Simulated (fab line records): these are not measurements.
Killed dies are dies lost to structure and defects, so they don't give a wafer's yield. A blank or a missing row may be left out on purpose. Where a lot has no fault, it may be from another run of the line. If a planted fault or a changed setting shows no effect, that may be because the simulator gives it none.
A single fault, viewed from 3 desks    flow n5 finfet    each desk holds nothing but its own numbers, with what lay behind them at the end

THE DEFECT DESK
Per lot, the means of the sampled wafers with a number show what the inspections along the route counted. If a lot's mean is further than 4 standard deviations from the usual mean, the lot is out of limits and carries the mark OUT (the distance appears in the brackets).
Columns: A = raw defect count at N5_BEOL_M11_INSPECT_58, usual 64
lot   first seen here  A
L260  day 10 22:33     75
L262  day 11 10:13     85
L261  day 11 10:28     43
L265  day 12 02:56     64
L267  day 12 12:10     39
L275  day 14 09:41     58
L278  day 14 22:04     86
L276  day 15 06:43     96
L281  day 16 09:05     30
L282  day 16 21:29     85
This desk's finding: nothing out of limits on any of the 10 lots.

METROLOGY DESK
Lot by lot, what the gauges showed, no matter which tool ran the lot: averages of those sampled wafers that carry a number. If a lot's mean is further than 4 standard deviations from the usual mean, the lot is out of limits and carries the mark OUT (the distance appears in the brackets).
Columns: A = trench depth nm at N5_BEOL_M11_OCD_MEAS_38, usual 148.8 nm; B = cd nm at N5_BEOL_M11_CD_MEAS_35, usual 70.1 nm; C = M12_ILD_THK at N5_BEOL_M12_THK_MEAS_01, usual 661 nm
lot   first seen here  A      B     C
L260  day 10 19:42     150.1  70.8  658
L262  day 11 07:01     150.1  70.7  662
L261  day 11 07:25     147.4  70.0  658
L265  day 11 22:24     148.6  70.4  665
L267  day 12 08:19     147.6  69.8  685
L275  day 14 05:12     147.0  69.3  653
L278  day 14 18:52     148.7  69.0  655
L276  day 15 02:58     149.1  70.2  655
L281  day 16 06:16     145.8  71.0  663
L282  day 16 17:18     146.5  69.3  665
This desk's finding: nothing out of limits on any of the 10 lots.

THE TOOL OWNER'S DESK: pecvd-02
The tool's own readings at N5_BEOL_M12_ILD_DEP_00 (deposits SiOC from DEMS/O2, target thk 658.92 nm, time 130.7 s): means of the sampled wafers that have a number, for each lot that ran on this tool. If a lot's mean is further than 4 standard deviations from the usual mean, the lot is out of limits and carries the mark OUT (the distance appears in the brackets).
Columns: A = heater power w at N5_BEOL_M12_ILD_DEP_00, usual 488 W; B = showerhead plenum p Torr at N5_BEOL_M12_ILD_DEP_00, usual 5.690 Torr; C = throttle valve pct at N5_BEOL_M12_ILD_DEP_00, usual 11.5 %
lot   first seen here  A    B      C
L260  day 10 22:35     494  5.681  11.4
L262  day 11 10:15     501  5.686  11.3
L265  day 12 02:59     503  5.675  11.2
L267  day 12 12:12     499  5.677  11.2
This desk's finding: nothing out of limits on any of the 4 lots.

TAKEN TOGETHER
The defect desk saw nothing out of limits.
From the metrology desk's view, nothing was out of limits.
The tool owner's desk saw nothing out of limits.

WHAT THE SIMULATOR PUT IN
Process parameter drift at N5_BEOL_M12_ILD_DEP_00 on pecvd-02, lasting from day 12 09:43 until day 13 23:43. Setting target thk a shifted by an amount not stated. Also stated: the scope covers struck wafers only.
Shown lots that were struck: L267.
